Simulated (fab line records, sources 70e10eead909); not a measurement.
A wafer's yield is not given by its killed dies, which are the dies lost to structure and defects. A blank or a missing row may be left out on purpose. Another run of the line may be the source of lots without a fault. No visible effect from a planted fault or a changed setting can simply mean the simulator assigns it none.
fab line records	flow nandHarc
[record] lots = 14	wafers = 42	lastDay = 32
route steps=1302 shown P_M2@341 P_BONDPAD@351 END@1302
lots with no fault: from the same line, run without faults
startH: start of the lot's first displayed wafer, in hours after the record's first day	waitH: hours since the lot's step before	" as in the row above	L1.1+2: several wafers, shown together as one row	- value missing, or start not given	* or withheld: withheld	< > ~ a bound
route shown NAME@n: names a module that has steps shown in the file, with the first one's number in the route	usual: the fault-free wafers' mean and standard deviation	same: alike in all rows	chamber/n: place in a boat	sites: readings site by site	_std_site: standard deviation across them	_edge_site: mean of outer sites minus mean of inner sites	radiusMm: for every site, how far away it sits from the centre of the wafer	mask NAME#n: copy n	behind: tool/chamber where the wafer was last shaped	hold: why the lot went on hold/how many hours it stayed there/how the hold came to an end	device: which transistor (n, p or np) failed to switch	end of line: the tests these same wafers got at the end of their route	a step given without rows: its recipe and nothing more	killed: dies lost to structure and defects at the first sort, not the wafer's yield	map: a wafer's dies, marking killed ones x, the rest . and places with no die _
set.NAME: the setting that was run; set.NAME@STEP: the one run at that earlier step	model.NAME: the simulator's own value behind a step, which no gauge read
steps of the route over a sample of lots; a table a step, a row a wafer
services: from which hour (startH, from the record's first day; less than 0 if before it) a tool's chamber was out of use, for how many hours, and why
[[steps]]
[step NHARC_P_M2_PVD_21]
[recipe] targetThkA = 300	chamberPressurePa = 5	powerW = 5000	substrateTempC = 30	timeS = 20.49	material = Cu
[usual] throttleValvePct = 30.5/1.1
lot.wafer	tool	chamber	startH	waitH	throttleValvePct
L232.2	pvdSputter-03	-	-	-	32.2
L232.3	"	-	"	"	30.9
L232.6	"	-	"	"	28.6
L233.3	pvdSputter-03	-	-	-	28.4
L233.5	"	-	"	"	28.5
L233.6	"	-	"	"	30.0
L234.2	pvdSputter-01	-	-	-	31.4
L234.4	"	-	"	"	32.3
L234.5	"	-	"	"	32.5
L237.2	pvdSputter-02	-	-	-	29.3
L237.3	"	-	"	"	30.5
L237.6	"	-	"	"	31.6
L235.4	pvdSputter-03	-	-	-	31.7
L235.3	"	-	"	"	29.9
L235.5	"	-	"	"	31.9
L238.1	pvdSputter-02	-	-	-	29.3
L238.3	"	-	"	"	31.5
L238.5	"	-	"	"	30.1
L239.1	pvdSputter-01	-	-	-	31.0
L239.4	"	-	"	"	29.1
L239.6	"	-	"	"	30.8
L240.4	pvdSputter-02	-	-	-	30.1
L240.2	"	-	"	"	29.4
L240.3	"	-	"	"	30.2
L242.4	pvdSputter-03	-	-	-	29.1
L242.1	"	-	"	"	30.1
L242.2	"	-	"	"	31.6
L243.1	pvdSputter-01	-	-	-	29.5
L243.3	"	-	"	"	29.9
L243.6	"	-	"	"	30.7
L247.4	pvdSputter-03	-	-	-	31.5
L247.3	"	-	"	"	31.6
L247.6	"	-	"	"	31.7
L252.4	pvdSputter-03	-	-	-	30.2
L252.6	"	-	"	"	31.6
L252.5	"	-	"	"	29.4
L254.4	pvdSputter-01	-	-	-	29.6
L254.2	"	-	"	"	29.8
L254.1	"	-	"	"	30.4
L255.1	pvdSputter-02	-	-	-	31.0
L255.2	"	-	"	"	29.9
L255.3	"	-	"	"	29.2
[step NHARC_P_M2_DEP_33]
[recipe] targetThkA = 300	tempC = 370	targetThkNm = 30	pressureTorr = 3	flowSccm = 200	rfW = 450	material = SiCN
[usual] heaterPowerW = 586/55
lot.wafer	tool	chamber	startH	waitH	heaterPowerW	sinceWetCleanH
L232.2	pecvd-03	1	114.08	0.1	643	116
L232.3	"	0	"	"	579	116
L232.6	"	2	"	"	614	-
L233.3	pecvd-03	1	117.81	0.1	603	120
L233.6	"	2	"	"	520	-
L233.5	"	0	"	"	659	-
L234.2	pecvd-03	0	127.69	0.1	644	130
L234.4	"	0	"	"	648	-
L234.5	"	1	"	"	571	-
L237.2	pecvd-04	2	155.30	0.1	565	78
L237.3	"	0	"	"	643	78
L237.6	"	2	"	"	540	-
L235.4	pecvd-02	1	166.80	0.2	546	-
L235.3	"	2	"	"	595	-
L235.5	"	2	"	"	594	-
L238.3	pecvd-04	0	172.55	0.1	598	95
L238.1	"	1	"	"	456	95
L238.5	"	1	"	"	447	-
L239.1	pecvd-03	2	184.99	0.1	505	6
L239.4	"	0	"	"	562	-
L239.6	"	1	"	"	549	-
L240.3	pecvd-03	1	185.60	0.1	597	7
L240.2	"	2	"	"	575	7
L240.4	"	1	"	"	585	-
L242.1	pecvd-03	1	212.72	0.1	556	34
L242.2	"	0	"	"	683	34
L242.4	"	2	"	"	538	-
L243.1	pecvd-04	2	216.13	0.1	542	139
L243.3	"	1	"	"	429	139
L243.6	"	1	"	"	432	-
L247.3	pecvd-03	0	254.34	0.1	619	76
L247.4	"	0	"	"	622	-
L247.6	"	1	"	"	512	-
L252.6	pecvd-02	1	306.70	0.2	595	-
L252.4	"	2	"	"	661	-
L252.5	"	0	"	"	627	-
L254.2	pecvd-02	2	329.26	0.1	607	113
L254.1	"	1	"	"	620	113
L254.4	"	2	"	"	610	-
L255.2	pecvd-03	1	336.51	0.1	531	158
L255.1	"	2	"	"	602	158
L255.3	"	0	"	"	565	158
[step NHARC_P_BONDPAD_DEP_00]
[recipe] targetThkA = 2500	tempC = 370	targetThkNm = 250	pressureTorr = 3	flowSccm = 200	rfW = 450	material = SiCN
[usual] heaterPowerW = 576/69
lot.wafer	tool	chamber	startH	waitH	heaterPowerW	sinceWetCleanH
L232.3	pecvd-03	1	114.48	-	532	117
L232.2	"	0	"	"	631	117
L232.6	"	0	"	"	629	-
L233.3	pecvd-02	0	118.66	-	581	84
L233.6	"	2	"	"	584	-
L233.5	"	0	"	"	616	-
L234.2	pecvd-04	0	128.06	-	642	51
L234.5	"	0	"	"	677	-
L234.4	"	2	"	"	553	-
L237.2	pecvd-02	2	155.76	-	574	121
L237.3	"	0	"	"	603	121
L237.6	"	2	"	"	573	-
L235.3	pecvd-04	2	167.31	0.4	551	90
L235.4	"	0	"	"	601	-
L235.5	"	1	"	"	444	-
L238.3	pecvd-04	2	172.90	-	543	96
L238.1	"	1	"	"	484	96
L238.5	"	0	"	"	623	-
L239.1	pecvd-04	1	185.36	-	438	108
L239.6	"	1	"	"	444	-
L239.4	"	2	"	"	608	-
L240.2	pecvd-04	1	186.01	-	446	109
L240.3	"	2	"	"	549	109
L240.4	"	0	"	"	692	-
L240.2	pecvd-04	1	186.60	-	438	-
L240.3	"	2	"	"	567	-
L240.4	"	0	"	"	698	-
L242.2	pecvd-03	1	213.47	-	556	35
L242.1	"	2	"	"	581	35
L242.4	"	2	"	"	590	-
L243.1	pecvd-02	1	216.54	-	560	0
L243.3	"	0	"	"	541	0
L243.6	"	0	"	"	537	-
L247.3	pecvd-02	1	254.80	-	590	38
L247.4	"	0	"	"	617	-
L247.6	"	1	"	"	619	-
L247.3	pecvd-02	1	255.59	-	616	-
L247.4	"	0	"	"	621	-
L247.6	"	1	"	"	610	-
L252.4	pecvd-04	2	307.12	-	606	-
L252.6	"	0	"	"	671	-
L252.5	"	1	"	"	479	-
L254.2	pecvd-04	1	329.72	-	457	71
L254.1	"	2	"	"	575	71
L254.4	"	2	"	"	580	-
L255.1	pecvd-03	1	336.89	-	509	158
L255.3	"	2	"	"	605	158
L255.2	"	0	"	"	606	158
[step NHARC_P_BONDPAD_CD_MEAS_09]
[recipe] targetCdNm = 500	landingEnergyEv = 500
[usual] cdNm = 500.0/1.5
lot.wafer	tool	chamber	startH	waitH	cdNm
L232.2	cdSem-01	0	115.71	-	497.0
L232.3	"	0	"	"	497.9
L232.6	"	0	"	"	496.8
L233.3	cdSem-02	0	119.67	-	499.2
L233.5	"	0	"	"	500.4
L233.6	"	0	"	"	499.4
L234.2	cdSem-02	0	129.16	-	500.6
L234.4	"	0	"	"	499.8
L234.5	"	0	"	"	498.5
L237.2	cdSem-01	0	156.82	-	500.0
L237.3	"	0	"	"	499.2
L237.6	"	0	"	"	502.3
L235.3	cdSem-02	0	168.45	-	499.3
L235.4	"	0	"	"	496.8
L235.5	"	0	"	"	500.4
L238.1	cdSem-02	0	174.00	-	499.4
L238.3	"	0	"	"	499.4
L238.5	"	0	"	"	498.6
L239.1	cdSem-03	0	186.54	-	499.7
L239.4	"	0	"	"	500.5
L239.6	"	0	"	"	499.0
L240.2	cdSem-02	0	187.80	-	499.1
L240.3	"	0	"	"	501.9
L240.4	"	0	"	"	502.0
L242.1	cdSem-01	0	214.69	-	499.8
L242.2	"	0	"	"	501.7
L242.4	"	0	"	"	497.5
L243.1	cdSem-01	0	217.76	-	501.3
L243.3	"	0	"	"	497.9
L243.6	"	0	"	"	500.4
L247.3	cdSem-01	0	256.75	-	498.7
L247.4	"	0	"	"	499.8
L247.6	"	0	"	"	497.2
L252.4	cdSem-01	0	308.22	-	499.3
L252.5	"	0	"	"	498.8
L252.6	"	0	"	"	498.7
L254.1	cdSem-02	0	330.78	-	501.7
L254.2	"	0	"	"	498.8
L254.4	"	0	"	"	498.4
L255.1	cdSem-03	0	337.99	-	500.2
L255.2	"	0	"	"	504.7
L255.3	"	0	"	"	499.4
[step NHARC_END_SORT_01]
[recipe] tempC = 25
[usual] defectLimitedYield = 90.1/2.5	killedAtArray = 62/18	killedAtOther = 0.9/1.2	killedAtPeriphery = 4.2/2.9	killedDies = 67/17	killedOpen = 3.6/1.9	killedShort = 2.5/1.6
[same] grossDies = 677
lot.wafer	tool	chamber	startH	waitH	defectLimitedYield[%]	killedAtArray	killedAtOther	killedAtPeriphery	killedDies	killedOpen	killedShort
L252.4	prober-01	0	741.84	3.4	86.9	86	0	3	89	2	5
L252.5	prober-01	0	742.62	3.6	85.2	97	2	1	100	1	1
L252.6	prober-01	0	743.41	3.9	83.6	104	1	6	111	4	2
L254.1	prober-01	0	753.90	2.5	93.8	41	1	0	42	6	0
L254.2	prober-01	0	754.69	2.8	93.1	46	0	1	47	2	3
L254.4	prober-01	0	756.28	3.4	93.1	42	1	4	47	3	2
L255.1	prober-02	0	763.43	2.4	91.4	55	1	2	58	1	4
L255.2	prober-02	0	764.22	2.8	89.4	68	1	3	72	2	5
L255.3	prober-02	0	765.02	3.1	90.1	60	2	5	67	6	6
// killed by level:class
L252.4 A_CHANNEL_HOLE_D1:chamberFilmFlake=26 A_CHANNEL_HOLE_D2:chamberFilmFlake=21 A_SLIT:chamberFilmFlake=17 A_STAIRCASE:chamberFilmFlake=10 A_ONON_D2:geometricParticle:short=2 P_BONDPAD:chamberFilmFlake=2 A_CONTACT:chamberFilmFlake=2 A_ONON_D1:geometricParticle:short=1
L252.5 A_CHANNEL_HOLE_D1:chamberFilmFlake=31 A_SLIT:chamberFilmFlake=27 A_CHANNEL_HOLE_D2:chamberFilmFlake=22 A_STAIRCASE:chamberFilmFlake=8 A_CONTACT:chamberFilmFlake=6 A_WL_FILL:geometricParticle:short=1 STARTING-WAFER:geometricParticle:open=1 P_BONDPAD:chamberFilmFlake=1
L252.6 A_CHANNEL_HOLE_D1:chamberFilmFlake=32 A_SLIT:chamberFilmFlake=24 A_CHANNEL_HOLE_D2:chamberFilmFlake=21 A_STAIRCASE:chamberFilmFlake=10 A_CONTACT:chamberFilmFlake=9 P_ZERO_WELL:chamberFilmFlake=3 A_CHANNEL_FILL_D1:chamberFilmFlake=3 P_GATE:geometricParticle:open=1
L254.1 A_CHANNEL_HOLE_D1:chamberFilmFlake=16 A_SLIT:chamberFilmFlake=7 A_CONTACT:chamberFilmFlake=6 A_CHANNEL_HOLE_D2:chamberFilmFlake=4 A_CHANNEL_FILL_D2:geometricParticle:open=2 A_M0:geometricParticle:open=2 A_ONON_D1:geometricParticle:open=1 A_CHANNEL_FILL_D1:geometricParticle:open=1
L254.2 A_CHANNEL_HOLE_D1:chamberFilmFlake=20 A_CONTACT:chamberFilmFlake=12 A_SLIT:chamberFilmFlake=6 A_STAIRCASE:chamberFilmFlake=2 P_CONTACT:geometricParticle:open=1 A_ONON_D1:geometricParticle:open=1 A_CHANNEL_FILL_D2:geometricParticle:short=1 A_SLIT:geometricParticle:short=1
L254.4 A_CHANNEL_HOLE_D1:chamberFilmFlake=18 A_CONTACT:chamberFilmFlake=10 A_SLIT:chamberFilmFlake=7 P_STI:chamberFilmFlake=2 P_M1:geometricParticle:short=1 A_SOURCE_PLATE:geometricParticle:open=1 A_ONON_D2:geometricParticle:open=1 A_WL_FILL:geometricParticle:open=1
L255.1 A_CHANNEL_HOLE_D2:chamberFilmFlake=25 A_SLIT:chamberFilmFlake=23 A_CONTACT:chamberFilmFlake=3 P_STI:geometricParticle:open=1 P_M0:geometricParticle:short=1 A_ONON_D2:geometricParticle:short=1 A_WL_FILL:geometricParticle:short=1 STARTING-WAFER:geometricParticle:short=1
L255.2 A_CHANNEL_HOLE_D2:chamberFilmFlake=33 A_SLIT:chamberFilmFlake=23 A_CONTACT:chamberFilmFlake=4 A_ONON_D1:geometricParticle:open=2 A_CHANNEL_HOLE_D1:chamberFilmFlake=2 P_M0:geometricParticle:short=1 A_CHANNEL_FILL_D1:geometricParticle:short=1 A_CHANNEL_FILL_D2:geometricParticle:short=1
L255.3 A_CHANNEL_HOLE_D2:chamberFilmFlake=26 A_SLIT:chamberFilmFlake=23 P_CONTACT:geometricParticle:short=2 A_BLC:geometricParticle:open=2 A_CONTACT:chamberFilmFlake=2 THIN_TSV:chamberFilmFlake=2 P_GATE:geometricParticle:short=1 P_GATE:geometricParticle:open=1
[[services]]
tool	chamber	startH	hours	kind
pecvd-02	0	107.21	6.2	repair
pvdSputter-03	-	112.69	1.2	repair
pecvd-04	-	143.20	0.9	repair
pvdSputter-03	-	146.00	10.0	pm
pecvd-02	0	165.12	6.7	repair
pecvd-03	-	165.85	13.0	pm
pecvd-03	0	165.85	13.0	ventCycle
pecvd-03	1	165.85	13.0	ventCycle
pecvd-03	2	165.85	13.0	ventCycle
pecvd-03	0	178.85	-	clean
pecvd-03	1	178.85	-	clean
pecvd-03	2	178.85	-	clean
pecvd-04	-	188.47	1.3	repair
pecvd-02	-	191.87	0.7	repair
pvdSputter-02	-	201.45	2.2	repair
pvdSputter-01	-	202.00	10.0	pm
pecvd-02	-	203.37	13.0	pm
pvdSputter-01	-	226.79	2.2	repair
pecvd-04	-	245.44	13.0	pm
pecvd-04	0	245.44	13.0	ventCycle
pecvd-04	1	245.44	13.0	ventCycle
pvdSputter-03	-	254.03	1.7	repair
pvdSputter-02	-	258.00	10.0	pm
pvdSputter-03	-	324.00	10.0	pm
[[key]]
[firstSign] step = NHARC_P_BONDPAD_DEP_00	reading = visit	direction = added
effect none on later readings
metAt NHARC_P_BONDPAD_DEP_00
struckLots L240,L247
notActingAt NHARC_P_M2_PVD_21,NHARC_P_M2_DEP_33,NHARC_P_BONDPAD_CD_MEAS_09
[fault] kind = repeatedStepWhole	tool = pecvd-02,pecvd-03,pecvd-04	chamber = -	onsetH = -	steps = NHARC_P_BONDPAD_DEP_00	times = 1	scope = struckLotsOnly
